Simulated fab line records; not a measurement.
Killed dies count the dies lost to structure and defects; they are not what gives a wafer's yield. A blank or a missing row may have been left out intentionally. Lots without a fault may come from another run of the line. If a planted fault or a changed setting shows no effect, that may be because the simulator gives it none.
A single fault, viewed from 2 desks ; flow n5-finfet ; only its own numbers are on each desk; what lay behind them is given at the end

THE METROLOGY DESK
Lot by lot, what the gauges showed, no matter which tool ran the lot: averages of those sampled wafers that carry a number. The brackets show how far a lot's mean lies from the usual mean; more than 4 standard deviations puts the lot out of limits, marked OUT. It has 10 readings; the 7 that lie furthest out on some lot are the ones shown.
Columns: A = DIBL_P at N5_BEOL_M4_RC_MEAS_101, usual 36.4 mV/V; B = IOFF_N at N5_BEOL_M4_RC_MEAS_101, usual 0.16 nA/um; C = IOFF_P at N5_BEOL_M4_RC_MEAS_101, usual 0.22 nA/um; D = ION_N at N5_BEOL_M4_RC_MEAS_101, usual 675 uA/um; E = ION_P at N5_BEOL_M4_RC_MEAS_101, usual 463 uA/um; F = VT_N at N5_BEOL_M4_RC_MEAS_101, usual 250 mV; G = VT_P at N5_BEOL_M4_RC_MEAS_101, usual -250 mV
lot;first seen here;A;B;C;D;E;F;G
L512;day 9 17:16;36.3;0.14;0.18;671;456;251;-254
L510;day 10 05:23;34.8;0.13;0.19;670;460;252;-253
L513;day 10 10:26;35.5;0.15;0.20;679;462;253;-251
L518;day 11 15:10;38.5;0.18;0.32;684;480;248;-242
L522;day 12 15:33;35.9;0.15;0.21;681;458;250;-252
L520;day 12 20:27;37.7;0.18;0.26;682;469;246;-248
L524;day 13 12:34;36.1;0.16;0.21;666;458;249;-250
L529;day 14 05:22;32.5;0.10;0.13;656;446;256;-258
L531;day 15 14:51;35.0;0.13;0.18;662;458;254;-252
L533;day 16 21:25;35.5;0.16;0.22;672;461;250;-250
This desk's finding: nothing out of limits on any of the 10 lots.

AT THE TOOL OWNER'S DESK: ald-sin-02
The tool's own readings at N5_MOL_CONTACT_COAG_ALD_27 (deposits SiOC, target thk 17 nm, pulse time 1.5 s, time 2720 s): means of the sampled wafers that have a number, for each lot that ran on this tool. The brackets show how far a lot's mean lies from the usual mean; more than 4 standard deviations puts the lot out of limits, marked OUT.
Columns: A = heater-power-w at N5_MOL_CONTACT_COAG_ALD_27, usual 843 W; B = precursor-pulse-height-rel at N5_MOL_CONTACT_COAG_ALD_27, usual 1.003; C = run-length-s at N5_MOL_CONTACT_COAG_ALD_27, usual 2769.7 s
lot;first seen here;A;B;C
L513;day 5 21:17;851;0.988;2769.4
L518;day 7 01:52;857;1.021;2109.3 (-99 or more) OUT
L520;day 7 12:50;832;1.015;1449.5 (-99 or more) OUT
L522;day 8 01:26;839;0.996;1449.6 (-99 or more) OUT
L533;day 10 16:10;826;1.003;2769.5
This desk's finding: out of limits on L518, L520, L522; first on L518, day 7 01:52 (run-length-s at N5_MOL_CONTACT_COAG_ALD_27). In limits: L513, L533.

TAKEN TOGETHER
On L518, L520, L522, at day 7 01:52, an alarm was possible from the tool owner's desk.
At the metrology desk, nothing out of limits was observed.
The metrology desk holds a record of L518, L520, L522, inside its limits.
The lots listed all ran N5_MOL_CONTACT_COAG_ALD_27 on ald-sin-02.

WHAT THE SIMULATOR PUT IN
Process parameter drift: ald-sin-02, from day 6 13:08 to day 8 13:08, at N5_MOL_CONTACT_COAG_ALD_27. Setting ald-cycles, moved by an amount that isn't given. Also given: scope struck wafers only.
Lots struck among those shown: L518, L520, L522.
How many hours passed from the start of the fault until each desk's first out-of-limits reading: the tool owner's desk, 13.
